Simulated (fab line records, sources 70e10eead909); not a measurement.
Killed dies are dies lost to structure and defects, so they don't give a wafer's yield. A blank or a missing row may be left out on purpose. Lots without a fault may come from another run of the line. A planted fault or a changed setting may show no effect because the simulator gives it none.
A struck lot beside a sound one | flow nand_harc | 42 steps out of a route of 1159
Sound: wafers L207.2, L207.3, L207.6. Struck: wafers L216.1, L216.3, L216.6. The cause comes at the end.
At each step with rows: each side's tool, then ch and its chambers, then its first start. Under that, the readings that differ: sound wafers | struck wafers | difference of the means | sigmas: that difference in standard deviations of wafers without a fault.
alike: readings whose means differ by less than 2 such deviations, and words and numbers that are the same on both sides. not compared: withheld readings, readings that some wafer has no value for, bounds like >300 that may hide the same value, and numbers for which the record gives no deviation and whose values overlap.
The two part at a step that has a row with sigmas, a row that says differs or no value, or rows on one side only. Numbers that don't overlap but have no deviation are shown without sigmas and don't part them. A reading that every wafer of one side lacks parts them only if that side has two wafers or more.

first, 6 steps without rows for these wafers: NHARC_A_CONTACT_ETCH_49 (etches the open film in N2/H2, target depth 260 nm, time 475.3 s); NHARC_A_CONTACT_ETCH_50 (etches the open film in CF4/CHF3, target depth 84.7 nm, time 42.4 s); NHARC_A_CONTACT_ETCH_51 (etches the open film in O2/COS, target depth 3600 nm, time 936 s); NHARC_A_CONTACT_ETCH_111 (etches the open film in C4F8/O2/Ar, time 140 s, target depth 700 nm); NHARC_A_CONTACT_ETCH_112 (etches the open film in C4F8/O2/Ar, time 94 s, target depth 922 nm); NHARC_A_CONTACT_ETCH_113 (etches the open film in C4F8/O2/Ar, time 94 s, target depth 922 nm).
NHARC_A_CONTACT_ETCH_114: etches the open film in C4F8/O2/Ar, time 94 s, target depth 922 nm.
  sound on har_cap_etch-01 ch 0,1, day 18 21:35; struck on har_cap_etch-01 ch 0,1, day 21 15:26
  not compared: rf_hours_counter_h
NHARC_A_CONTACT_ETCH_115: etches the open film in C4F8/O2/Ar, time 94 s, target depth 922 nm.
  sound on har_cap_etch-01 ch 0,1, day 18 21:41; struck on har_cap_etch-01 ch 0,1, day 21 15:32
  not compared: rf_hours_counter_h
then, 4 steps without rows for these wafers: NHARC_A_CONTACT_ETCH_116 (etches the open film in C4F8/O2/Ar, time 94 s, target depth 922 nm); NHARC_A_CONTACT_ETCH_117 (etches the open film in C4F8/O2/Ar, time 94 s, target depth 922 nm); NHARC_A_CONTACT_ETCH_118 (etches the open film in C4F8/O2/Ar, time 94 s, target depth 922 nm); NHARC_A_CONTACT_ETCH_119 (etches the open film in C4F8/O2/Ar, time 94 s, target depth 922 nm).
NHARC_A_CONTACT_ETCH_120: etches the open film in C4F8/O2/Ar, time 94 s, target depth 922 nm.
  sound on har_cap_etch-01 ch 0,1, day 18 22:08; struck on har_cap_etch-01 ch 0,1, day 21 15:59
  not compared: rf_hours_counter_h
then, 1 step without rows for these wafers: NHARC_A_CONTACT_ETCH_121 (etches the open film in C4F8/O2/Ar, time 94 s, target depth 922 nm).
NHARC_A_CONTACT_ETCH_122: etches the open film in C4F8/O2/Ar, time 95 s, target depth 930 nm.
  sound on har_cap_etch-01 ch 0,1, day 18 22:19; struck on har_cap_etch-01 ch 0,1, day 21 16:10
  not compared: rf_hours_counter_h
NHARC_A_CONTACT_ETCH_123: etches the open film in C4F8/O2/Ar, time 253 s, target depth 1090 nm.
  sound on har_cap_etch-01 ch 0,1, day 18 22:26; struck on har_cap_etch-01 ch 0,1, day 21 16:18
  not compared: rf_hours_counter_h
then, 2 steps without rows for these wafers: NHARC_A_CONTACT_ETCH_90 (etches the open film in CH3F/O2, target depth 40 nm, time 85.7 s); NHARC_A_CONTACT_ETCH_96 (etches the open film in C4F6/O2, target depth 20 nm, time 10 s).
NHARC_A_CONTACT_CD_MEAS_53:
  sound on cd_sem-03, day 18 23:13; struck on cd_sem-02, day 21 17:22
  alike: cd_nm
then, 18 steps without rows for these wafers: NHARC_A_CONTACT_STRIP_99 (strips in N2/H2); NHARC_A_CONTACT_STRIP_100 (strips in CF4/CHF3); NHARC_A_CONTACT_STRIP_101 (strips in O2/COS); NHARC_A_CONTACT_ETCH_102 (etches the open film in CF4/O2, target depth 70 nm, overetch 7 nm, time 38.5 s); NHARC_A_CONTACT_STRIP_55 (strips in O2); NHARC_A_CONTACT_STRIP_56 (strips in post etch residue remover, time 600 s); NHARC_A_CONTACT_DEP_57 (deposits aC, target thk 2800 nm); NHARC_A_CONTACT_DEP_58 (deposits SiON, target thk 60 nm); NHARC_A_CONTACT_DEHYDRATE_59 (time 120 s); NHARC_A_CONTACT_HMDS_60 (time 30 s); NHARC_A_CONTACT_COAT_61 (time 75 s); NHARC_A_CONTACT_COAT_62 (time 65 s); NHARC_A_CONTACT_COAT_63 (resist thk 90 nm); NHARC_A_CONTACT_SOFTBAKE_64 (time 55 s); NHARC_A_CONTACT_EBR_65; NHARC_A_CONTACT_EXPOSE_66 (exposes mask A CC 2); NHARC_A_CONTACT_PEB_67 (peb time 65 s); NHARC_A_CONTACT_DEVELOP_68 (develop time 35 s).
NHARC_A_CONTACT_CD_MEAS_69: target cd 200 nm.
  sound on cd_sem-01 ch 0, day 19 06:03; struck on cd_sem-03 ch 0, day 21 20:56
  alike: cd_nm
NHARC_A_CONTACT_OVL_MEAS_70:
  sound on overlay-01, day 19 06:08; struck on overlay-02, day 21 21:01
  alike: overlay_x_nm, overlay_y_nm
then, 1 step without rows for these wafers: NHARC_A_CONTACT_DESCUM_74 (chemistry O2, time 3 s).
NHARC_A_CONTACT_ETCH_75: etches the open film in CF4, target depth 39 nm, time 65 s.
  sound on rie_diel-04 ch 1,2, day 19 06:19; struck on rie_diel-07 ch 0,1,2, day 21 21:16
  alike: bias_w, drypump_motor_current_A, oes_product_au, rf_vpp_V, showerhead_plenum_p_Torr, throttle_valve_pct
  not compared: rf_hours_counter_h
-- the record jumps here: 3 days lie between the struck wafers' starts before and after (it left off in module A_CONTACT and takes up again in module END, whose first step shown is number 1159 of the route) --
NHARC_END_SORT_01:
  the record has rows for the struck wafers here (prober-02 ch 0, day 25 00:26) and none for the sound ones

WHERE THEY PART
Only at NHARC_END_SORT_01, within this record.

WHY: what the simulator had put in
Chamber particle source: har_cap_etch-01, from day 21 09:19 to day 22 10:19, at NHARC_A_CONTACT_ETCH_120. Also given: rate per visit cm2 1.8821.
